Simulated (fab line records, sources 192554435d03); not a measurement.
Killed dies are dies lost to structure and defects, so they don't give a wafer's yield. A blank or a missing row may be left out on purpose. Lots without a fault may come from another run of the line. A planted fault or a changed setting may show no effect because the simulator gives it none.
Chamber matching | flow n5_finfet | N5_HKMG_FIN_ALD_21 on ald_metal-03: 4 sister chambers
The step deposits TiN, target thk 1.5 nm, pulse time 1 s, purge time 3 s. 4 wafers are shown with their chamber, then 8 later ones without.

WAFERS WITH THEIR CHAMBER
wafer  | chamber | heater_power_w (W)
L080.3 | 2       | 906
L088.1 | 3       | 960
L088.2 | 0       | 1039
L089.1 | 1       | 811

WAFERS WITHOUT THEIR CHAMBER
wafer  | heater_power_w (W)
L089.3 | 921
L089.5 | 807
L092.1 | 946
L092.2 | 1021
L092.6 | 814
L097.2 | 925
L097.3 | 983
L097.6 | 971

WHICH CHAMBER EACH WENT THROUGH
wafer  | from the rows above     | in truth
L089.3 | can't be placed: 2 or 3 | 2
L089.5 | 1                       | 1
L092.1 | can't be placed: 3 or 2 | 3
L092.2 | 0                       | 0
L092.6 | 1                       | 1
L097.2 | can't be placed: 2 or 3 | 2
L097.3 | 3                       | 3
L097.6 | 3                       | 3
Placed correctly: 5 of 8. Can't be placed from these rows: 3 (the true chamber is among the candidates in 3). Placed wrongly: 0.
How it was worked out, from the rows above alone: a wafer's distance from a chamber is the root of the sum, over the readings, of the square of ((its reading less the chamber's mean) divided by the reading's scatter). The wafer belongs to the nearest chamber; if the next one is less than 2 further off, it can't be placed. A chamber's mean is the mean of its shown wafers. The scatter: with one shown wafer a chamber, the root of the mean of the squares of how far each hidden wafer lies from its nearest shown one.
